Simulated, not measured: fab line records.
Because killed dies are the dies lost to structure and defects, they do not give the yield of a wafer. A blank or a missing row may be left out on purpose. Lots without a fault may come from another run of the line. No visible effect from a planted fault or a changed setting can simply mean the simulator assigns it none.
fab line records	flow nand_harc
record: lots: 11	wafers: 33	last_day: 34
route steps=1302 shown A_STAIRCASE@889 A_SGD_CUT@907
lots untouched by any fault: they come from a run of this same line in which no faults occurred
start_h: hours from the record's opening day to when the first of the lot's shown wafers began	wait_h: hours from the lot's prior step to this one	" identical to the entry in the row above	L1.1+2: a row that stands for several wafers	- value missing, or start not given	* or withheld: withheld	< > ~ a bound
route shown NAME@n: a module of which the file shows steps, and the number in the route of the first	usual: mean/standard deviation taken from wafers without a fault	same: alike in all rows	chamber/n: place in a boat	sites: each site's reading	_std_site: standard deviation of those values	_edge_site: mean of outer sites minus mean of inner sites	radius_mm: for every site, how far away it sits from the centre of the wafer	mask NAME#n: copy n	behind: the last tool/chamber to shape the wafer	hold: what put the lot on hold/how long, in hours/how the hold closed	device: which transistor (n, p or np) failed to switch	end of line: the tests these same wafers got at the end of their route	a step given without rows: its recipe and nothing more	killed: dies lost to structure and defects at the first sort, not the wafer's yield	map: a wafer's dies, marking killed ones x, the rest . and places with no die _
set.NAME: setting as actually run; set.NAME@STEP: the setting as run at that earlier step	model.NAME: the simulator's own value behind a step, which no gauge read
route steps across a sampled set of lots; one table per step, one row per wafer
services: a tool's chamber out of use, with start hour (start_h, from the record's first day; less than 0 if before it), hours out, and reason
== steps ==
step: NHARC_A_STAIRCASE_INSPECT_155
usual: raw_defect_count: 434/100
lot.wafer	tool	chamber	start_h	wait_h	raw_defect_count
L552.1	defect_inspect-01	-	425.32	0.1	407
L552.2	"	-	"	"	383
L552.3	"	-	"	"	323
L553.2	defect_inspect-01	-	451.63	0.1	275
L553.3	"	-	"	"	481
L553.6	"	-	"	"	349
L557.1	defect_inspect-02	-	470.68	0.1	394
L557.5	"	-	"	"	328
L557.6	"	-	"	"	346
L559.2	defect_inspect-01	-	494.84	0.1	382
L559.3	"	-	"	"	297
L559.4	"	-	"	"	351
L558.1	defect_inspect-01	-	510.90	0.1	583
L558.4	"	-	"	"	347
L558.5	"	-	"	"	354
L560.2	defect_inspect-01	-	526.31	0.1	423
L560.3	"	-	"	"	379
L560.5	"	-	"	"	450
L565.1	defect_inspect-02	-	555.24	0.1	380
L565.2	"	-	"	"	457
L565.3	"	-	"	"	441
L563.2	defect_inspect-01	-	555.31	0.1	505
L563.4	"	-	"	"	492
L563.5	"	-	"	"	408
L569.1	defect_inspect-01	-	589.61	0.1	350
L569.2	"	-	"	"	384
L569.6	"	-	"	"	480
L574.4	defect_inspect-01	-	666.98	0.1	487
L574.5	"	-	"	"	342
L574.6	"	-	"	"	428
L575.1	defect_inspect-01	-	685.72	0.1	546
L575.2	"	-	"	"	545
L575.4	"	-	"	"	270
step: NHARC_A_SGD_CUT_ETCH_15
recipe: target_depth_a: 750	time_s: 64.3	ch3f_flow_sccm: 50	o2_flow_sccm: 30	ar_flow_sccm: 200	rf_w: 500	bias_w: 100	chemistry: CH3F/O2
usual: drypump_motor_current_A: 5.5/0.31	oes_product_au: 0.957/0.02	rf_vpp_V: 263.1/1.7	showerhead_plenum_p_Torr: 2.41/0.11	throttle_valve_pct: 20.662/0.0087
lot.wafer	tool	chamber	start_h	wait_h	drypump_motor_current_A	oes_product_au	rf_hours_counter_h	rf_vpp_V	showerhead_plenum_p_Torr	throttle_valve_pct
L552.2	rie_diel-08	2	-	-	4.9	0.941	5	266.1	2.52	20.654
L552.3	"	3	"	"	5.6	0.932	5	265.8	2.59	20.657
L552.1	"	1	"	"	5.9	0.941	5	263.4	2.34	20.663
L553.3	rie_diel-05	3	-	-	5.4	0.975	2	265.9	2.41	20.652
L553.2	"	2	"	"	5.6	0.972	2	264.4	2.49	20.672
L553.6	"	3	"	"	5.4	0.970	-	261.8	2.41	20.673
L557.1	rie_diel-09	0	-	-	5.6	0.989	11	263.7	2.45	20.664
L557.5	"	3	"	"	6.0	0.975	-	262.9	2.31	20.660
L557.6	"	0	"	"	5.6	0.993	-	262.9	2.45	20.650
L559.3	rie_diel-05	2	-	-	5.6	0.941	3	265.6	2.48	20.668
L559.4	"	3	"	"	5.4	0.965	3	264.5	2.41	20.661
L559.2	"	1	"	"	5.2	0.943	3	262.4	2.31	20.676
L558.1	rie_diel-09	1	-	-	5.5	0.965	1	260.5	2.34	20.667
L558.4	"	2	"	"	5.5	0.954	1	261.0	2.29	20.678
L558.5	"	0	"	"	5.6	0.965	-	262.8	2.45	20.660
L560.3	rie_diel-09	0	-	-	5.6	0.953	1	263.8	2.45	20.670
L560.2	"	1	"	"	5.5	0.958	1	262.1	2.34	20.662
L560.5	"	3	"	"	6.0	0.969	-	261.8	2.31	20.657
L565.2	rie_diel-05	2	-	-	5.6	0.987	7	264.7	2.48	20.664
L565.1	"	0	"	"	5.0	0.958	6	265.8	2.62	20.653
L565.3	"	1	"	"	5.1	0.981	6	261.7	2.31	20.662
L563.2	rie_diel-09	3	-	-	6.0	0.949	3	261.1	2.31	20.672
L563.4	"	1	"	"	5.5	0.931	5	262.2	2.34	20.665
L563.5	"	3	"	"	6.0	0.955	-	261.0	2.31	20.680
L569.1	rie_diel-08	1	-	-	5.9	0.971	3	261.7	2.33	20.673
L569.2	"	3	"	"	5.6	0.982	2	266.3	2.58	20.663
L569.6	"	1	"	"	5.9	0.966	-	261.0	2.33	20.647
L574.4	rie_diel-05	1	-	-	5.2	0.931	2	261.2	2.31	20.651
L574.5	"	2	"	"	5.6	0.913	-	264.2	2.48	20.667
L574.6	"	3	"	"	5.4	0.913	-	265.0	2.41	20.668
L575.4	rie_diel-08	2	-	-	5.0	0.977	10	264.8	2.51	20.660
L575.2	"	3	"	"	5.6	0.945	8	265.7	2.58	20.658
L575.1	"	1	"	"	5.9	0.986	10	263.5	2.33	20.661
step: NHARC_A_SGD_CUT_STRIP_17
recipe: o2_flow_sccm: 500	ar_flow_sccm: 0	bias_w: 0	chemistry: O2
usual: drypump_motor_current_A: 5.5/0.3	oes_product_au: 0.999/0.0094	rf_vpp_V: 57.5/0.99	showerhead_plenum_p_Torr: 3.46/0.15	throttle_valve_pct: 17.036/0.009
lot.wafer	tool	chamber	start_h	wait_h	drypump_motor_current_A	oes_product_au	rf_hours_counter_h	rf_vpp_V	showerhead_plenum_p_Torr	throttle_valve_pct
L552.3	rie_diel-08	3	-	-	5.6	0.997	5	57.2	3.71	17.022
L552.1	"	0	"	"	5.4	1.005	4	57.4	3.33	17.039
L552.2	"	1	"	"	5.9	1.007	5	59.9	3.36	17.033
L553.3	rie_diel-05	1	-	-	5.2	1.005	2	56.4	3.32	17.036
L553.2	"	2	"	"	5.6	1.008	2	58.4	3.56	17.045
L553.6	"	2	"	"	5.6	1.009	-	58.5	3.56	17.023
L557.1	rie_diel-09	1	-	-	5.5	0.996	11	56.0	3.37	17.038
L557.6	"	1	"	"	5.5	0.998	-	57.2	3.37	17.046
L557.5	"	2	"	"	5.5	0.995	-	56.2	3.30	17.019
L559.3	rie_diel-05	3	-	-	5.4	1.003	3	57.0	3.47	17.037
L559.2	"	0	"	"	5.0	1.007	3	58.8	3.75	17.046
L559.4	"	1	"	"	5.2	1.022	4	58.6	3.32	17.040
L558.1	rie_diel-09	1	-	-	5.5	0.991	1	56.6	3.37	17.040
L558.4	"	0	"	"	5.6	0.996	1	56.6	3.51	17.045
L558.5	"	2	"	"	5.5	0.994	-	56.0	3.30	17.039
L560.2	rie_diel-09	0	-	-	5.6	0.978	1	58.3	3.51	17.033
L560.3	"	2	"	"	5.5	0.977	1	56.8	3.30	17.044
L560.5	"	0	"	"	5.6	0.988	-	58.2	3.51	17.049
L565.1	rie_diel-05	1	-	-	5.1	0.997	6	58.6	3.32	17.032
L565.2	"	2	"	"	5.6	0.996	7	56.7	3.56	17.045
L565.3	"	3	"	"	5.4	0.995	6	56.4	3.46	17.036
L563.4	rie_diel-09	1	-	-	5.5	0.995	5	57.3	3.37	17.053
L563.2	"	2	"	"	5.5	0.985	4	57.2	3.29	17.036
L563.5	"	3	"	"	6.0	0.992	-	57.8	3.32	17.027
L569.1	rie_diel-08	1	-	-	5.9	1.006	3	57.4	3.35	17.031
L569.2	"	2	"	"	5.0	1.011	2	57.3	3.60	17.032
L569.6	"	0	"	"	5.4	0.996	-	57.2	3.32	17.039
L574.4	rie_diel-05	2	-	-	5.6	0.993	2	56.6	3.56	17.033
L574.5	"	3	"	"	5.4	0.987	-	56.8	3.46	17.035
L574.6	"	0	"	"	5.0	1.004	-	58.5	3.75	17.054
L575.2	rie_diel-08	3	-	-	5.6	0.996	8	58.0	3.70	17.037
L575.1	"	0	"	"	5.4	1.003	10	57.6	3.32	17.029
L575.4	"	1	"	"	5.9	1.016	10	58.5	3.35	17.026
step: NHARC_A_SGD_CUT_DEP_20
recipe: target_thk_a: 1500	temp_c: 65	material: SiO2
lot.wafer	tool	chamber	start_h	wait_h
L552.1+2+3	fcvd-02	0	427.41	-
L553.2+3+6	fcvd-01	1,1,0	453.73	-
L557.1+5+6	fcvd-02	1,1,0	472.64	-
L559.2+3+4	fcvd-01	1,0,1	496.95	-
L558.1+4+5	fcvd-01	0,1,0	513.02	-
L560.2+3+5	fcvd-02	1,0,1	528.44	-
L565.1+2+3	fcvd-02	0,1,1	557.20	-
L563.2+4+5	fcvd-02	1,0,0	557.50	-
L569.1+2+6	fcvd-01	0,1,0	591.71	-
L574.4+5+6	fcvd-02	1,0,1	669.22	-
L575.2+1+4	fcvd-01	1,0,1	687.82	-
step: NHARC_A_SGD_CUT_CMP_21
recipe: target_thk_nm: 148.19
usual: edge_zone_pressure_frac: 1.000/0.0055	motor_current_A: 12.7/1.2	retaining_ring_pressure_frac: 1.000/0.0047	time_to_endpoint_s: 50.2/2.4
lot.wafer	tool	chamber	start_h	wait_h	edge_zone_pressure_frac	motor_current_A	retaining_ring_pressure_frac	time_to_endpoint_s
L552.1	cmp-01	2	431.73	0.5	1.002	11.0	1.002	51.1
L552.3	"	3	"	"	1.001	15.3	0.996	52.5
L552.2	"	0	"	"	1.008	11.6	1.004	51.5
L553.2	cmp-01	0	460.59	0.4	1.005	11.8	1.007	46.6
L553.3	"	1	"	"	1.004	13.7	0.997	47.0
L553.6	"	3	"	"	0.996	15.4	0.997	45.9
L557.1	cmp-02	2	475.25	0.4	1.001	14.1	1.000	49.6
L557.6	"	0	"	"	1.008	11.6	0.996	52.0
L557.5	"	1	"	"	1.002	12.7	0.995	52.1
L559.3	cmp-01	1	501.57	0.4	1.002	13.2	1.003	52.9
L559.2	"	3	"	"	0.992	14.1	1.003	52.6
L559.4	"	0	"	"	0.997	11.7	0.993	52.8
L558.1	cmp-02	1	517.80	0.4	0.991	12.2	1.000	50.4
L558.4	"	2	"	"	1.006	14.3	1.001	45.8
L558.5	"	0	"	"	1.011	12.0	1.003	46.1
L560.2	cmp-02	0	534.56	0.4	0.995	11.7	1.000	49.6
L560.3	"	2	"	"	0.994	13.7	1.005	50.3
L560.5	"	3	"	"	0.997	13.3	1.001	48.3
L563.4	cmp-02	0	561.84	0.4	1.001	12.0	1.004	26.3
L563.2	"	1	"	"	1.012	11.8	0.995	52.1
L563.5	"	0	"	"	1.002	11.4	1.007	31.8
L565.1	cmp-03	0	561.84	0.4	0.996	13.7	1.002	32.3
L565.2	"	2	"	"	1.007	12.0	0.998	50.3
L565.3	"	3	"	"	0.990	12.3	0.998	51.1
L569.2	cmp-03	3	596.53	0.4	0.988	12.0	0.993	50.5
L569.1	"	0	"	"	1.004	12.0	1.003	50.1
L569.6	"	2	"	"	1.006	11.1	0.997	50.2
L574.4	cmp-02	3	673.93	0.4	0.994	12.6	0.992	49.7
L574.5	"	3	"	"	1.002	12.3	0.993	49.1
L574.6	"	0	"	"	1.006	11.1	1.006	52.1
L575.2	cmp-01	0	692.40	0.4	1.006	12.3	1.005	53.9
L575.4	"	1	"	"	1.002	12.3	0.993	51.1
L575.1	"	2	"	"	1.003	10.9	1.001	49.4
step: NHARC_A_SGD_CUT_THK_MEAS_22
recipe: thk_meas_gauge: ellipsometry
usual: thk_nm: 148.2/1.4
lot.wafer	tool	chamber	start_h	wait_h	thk_nm
L552.1	film_metro-01	-	431.96	0.2	148.1
L552.2	"	-	"	"	149.2
L552.3	"	-	"	"	149.2
L553.2	film_metro-02	-	460.82	0.2	146.5
L553.3	"	-	"	"	150.1
L553.6	"	-	"	"	147.4
L557.1	film_metro-02	-	475.46	0.2	147.7
L557.5	"	-	"	"	148.9
L557.6	"	-	"	"	148.0
L559.2	film_metro-01	-	501.83	0.2	147.8
L559.3	"	-	"	"	149.4
L559.4	"	-	"	"	148.1
L558.1	film_metro-02	-	518.03	0.2	146.5
L558.4	"	-	"	"	147.2
L558.5	"	-	"	"	149.7
L560.2	film_metro-02	-	534.79	0.2	147.8
L560.3	"	-	"	"	149.1
L560.5	"	-	"	"	149.1
L565.1	film_metro-01	-	562.10	0.2	95.0
L565.2	"	-	"	"	148.9
L565.3	"	-	"	"	150.2
L563.2	film_metro-02	-	562.10	0.2	147.5
L563.4	"	-	"	"	95.0
L563.5	"	-	"	"	96.4
L569.1	film_metro-02	-	596.75	0.2	148.9
L569.2	"	-	"	"	149.0
L569.6	"	-	"	"	147.7
L574.4	film_metro-01	-	674.18	0.2	146.5
L574.5	"	-	"	"	147.2
L574.6	"	-	"	"	148.2
L575.1	film_metro-02	-	692.63	0.2	148.4
L575.2	"	-	"	"	148.8
L575.4	"	-	"	"	147.3
== services ==
tool	chamber	start_h	hours	kind
rie_diel-05	-	406.60	9.0	pm
rie_diel-09	2	415.15	5.6	repair
fcvd-02	1	419.80	9.5	repair
rie_diel-09	3	427.78	7.3	repair
cmp-02	-	428.60	4.0	pm
fcvd-02	-	450.00	13.0	pm
fcvd-01	-	451.95	0.6	repair
rie_diel-05	3	462.90	9.0	repair
rie_diel-09	1	476.72	6.7	repair
cmp-02	-	477.25	0.8	repair
rie_diel-09	-	497.10	9.0	pm
fcvd-01	-	502.14	3.8	repair
rie_diel-09	3	531.66	6.0	repair
rie_diel-08	-	544.84	9.0	pm
rie_diel-05	0	548.86	4.9	repair
rie_diel-05	-	583.60	9.0	pm
rie_diel-08	1	618.06	9.1	repair
rie_diel-05	2	624.96	3.0	repair
fcvd-02	-	631.00	13.0	pm
rie_diel-09	2	652.67	8.9	repair
rie_diel-05	2	653.80	4.3	repair
rie_diel-09	1	656.75	8.1	repair
fcvd-02	-	663.64	1.0	repair
rie_diel-09	-	674.13	9.0	pm
== key ==
first_sign: step: NHARC_A_SGD_CUT_CMP_21	reading: time_to_endpoint_s	direction: down	sigmas: 8.2	usual: *	struck: *
effect: step: NHARC_A_SGD_CUT_THK_MEAS_22	reading: thk_nm	direction: down	sigmas: 37	usual: 148.2	struck: 95.4
met_at NHARC_A_SGD_CUT_DEP_20
struck_lots L563,L565
struck_wafers L563.4,L563.5,L565.1
tester_left_out L563,L565
not_acting_at NHARC_A_STAIRCASE_INSPECT_155,NHARC_A_SGD_CUT_ETCH_15,NHARC_A_SGD_CUT_STRIP_17
fault: kind: process_parameter_drift	tool: fcvd-02	chamber: 0	onset_h: 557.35	steps: NHARC_A_SGD_CUT_DEP_20	channel: target_thk_a	offset: *	shape: step	end_h: 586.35	acts_in: *	stated: *
tester_left_out: of these lots the tester's yield and bins aren't shown, on N5 and GAA mostly nor the transistor test; their killed dies are dies lost to structure and defects alone, not to doping, threshold or leakage, so they don't give the yield
